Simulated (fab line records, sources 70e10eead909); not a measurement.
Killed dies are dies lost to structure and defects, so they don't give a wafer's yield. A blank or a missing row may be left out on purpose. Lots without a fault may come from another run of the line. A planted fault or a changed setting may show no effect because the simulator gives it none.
A struck lot beside a sound one | flow nand_harc | 15 steps out of a route of 1302
Sound: wafers L415.1, L415.2, L415.4. Struck: wafer L423.5. (L423.3, L423.6 of the same lot were not struck and are left out.) The cause comes at the end.
At each step with rows: each side's tool, then ch and its chambers, then its first start. Under that, the readings that differ: sound wafers | struck wafers | difference of the means | sigmas: that difference in standard deviations of wafers without a fault.
alike: readings whose means differ by less than 2 such deviations, and words and numbers that are the same on both sides. not compared: withheld readings, readings that some wafer has no value for, bounds like >300 that may hide the same value, and numbers for which the record gives no deviation and whose values overlap.
The two part at a step that has a row with sigmas, a row that says differs or no value, or rows on one side only. Numbers that don't overlap but have no deviation are shown without sigmas and don't part them. A reading that every wafer of one side lacks parts them only if that side has two wafers or more.

NHARC_A_CHANNEL_HOLE_D2_STRIP_28: strips in O2.
  sound on rie_diel-01 ch 0,2,3; struck on rie_diel-01 ch 2
  reading      | sound          | struck | difference | sigmas
  rf_vpp_V (V) | 57.8 58.1 56.9 | 55.7   | -1.9       | -2
  alike: chamber_pressure_mTorr, drypump_motor_current_A, oes_product_au, showerhead_plenum_p_Torr, throttle_valve_pct
  not compared: rf_hours_counter_h
then, 2 steps without rows for these wafers: NHARC_A_CHANNEL_HOLE_D2_PRECLEAN_29 (cleans in SC1); NHARC_A_CHANNEL_HOLE_D2_SRD_30.
NHARC_A_CHANNEL_HOLE_D2_CD_MEAS_31:
  sound on cd_sem-02, day 15 04:15; struck on cd_sem-03, day 19 04:08
  reading    | sound          | struck | difference | sigmas
  cd_nm (nm) | 91.0 90.2 91.5 | 87.3   | -3.6       | -3
NHARC_A_CHANNEL_HOLE_D2_XSEM_32:
  sound on xsem-01 ch 0, day 15 04:20; struck on xsem-02 ch 0, day 19 04:14
  reading        | sound          | struck | difference | sigmas
  bot_cd_nm (nm) | 77.6 76.4 77.4 | 71.7   | -5.4       | -4
  alike: bow_nm, tilt_deg
NHARC_A_CHANNEL_HOLE_D2_INSPECT_40:
  sound on defect_inspect-02, day 15 04:26; struck on defect_inspect-02, day 19 04:19
  reading          | sound       | struck | difference | sigmas
  raw_defect_count | 600 406 410 | 200    | -272       | -3
then, 3 steps without rows for these wafers: NHARC_A_CHANNEL_FILL_D2_PRECLEAN_00 (cleans in SC1); NHARC_A_CHANNEL_FILL_D2_SRD_01; NHARC_A_CHANNEL_FILL_D2_ALD_02 (deposits SiO2, target thk 6 nm, pulse time 10 s, ald cycles 60).
NHARC_A_CHANNEL_FILL_D2_ALD_03: deposits SiNx, target thk 6 nm, pulse time 60 s, ald cycles 58.
  sound on ald_sin_batch-02 ch 0; struck on ald_sin_batch-03 ch 0
  alike: precursor_pulse_height_rel
  not compared: ald_cycles
NHARC_A_CHANNEL_FILL_D2_ALD_14: deposits SiO2, target thk 2.5 nm, pulse time 10 s, ald cycles 25.
  sound on ald_hk-04 ch 1,2,3, day 15 11:35; struck on ald_hk-01 ch 3, day 19 12:14
  alike: heater_power_w, precursor_pulse_height_rel
  not compared: ald_cycles
NHARC_A_CHANNEL_FILL_D2_ALD_15: deposits SiNx, target thk 2 nm, pulse time 60 s, ald cycles 19.
  sound on ald_sin_batch-02 ch 0; struck on ald_sin_batch-02 ch 0
  reading                    | sound             | struck | difference | sigmas
  precursor_pulse_height_rel | 0.976 1.023 1.003 | 0.951  | -0.050     | -3
  not compared: ald_cycles
NHARC_A_CHANNEL_FILL_D2_ALD_16: deposits SiO2, target thk 1.5 nm, pulse time 10 s, ald cycles 15.
  sound on ald_hk-01 ch 1,2,3, day 15 16:46; struck on ald_hk-01 ch 1, day 19 17:28
  reading    | sound    | struck | difference | sigmas
  ald_cycles | 15 15 15 | 17     | +2         |
  alike: heater_power_w, precursor_pulse_height_rel
then, 1 step without rows for these wafers: NHARC_A_CHANNEL_FILL_D2_ANNEAL_17 (time 1800 s).
-- the record jumps here: 10 days lie between the struck wafers' starts before and after (it left off in module A_CHANNEL_FILL_D2 and takes up again in module END, whose first step shown is number 1302 of the route) --
NHARC_END_SORT_01:
  sound on prober-01 ch 0, day 26 23:06; struck on prober-01 ch 0, day 29 23:18
  reading             | sound | struck | difference | sigmas
  killed_at_periphery | 1 1 2 | 7      | +6         | +2
  alike: killed_at_array, killed_at_other, killed_dies, killed_open, killed_short

WHERE THEY PART
First at NHARC_A_CHANNEL_HOLE_D2_STRIP_28; last, within this record, at NHARC_END_SORT_01.

WHY: what the simulator had put in
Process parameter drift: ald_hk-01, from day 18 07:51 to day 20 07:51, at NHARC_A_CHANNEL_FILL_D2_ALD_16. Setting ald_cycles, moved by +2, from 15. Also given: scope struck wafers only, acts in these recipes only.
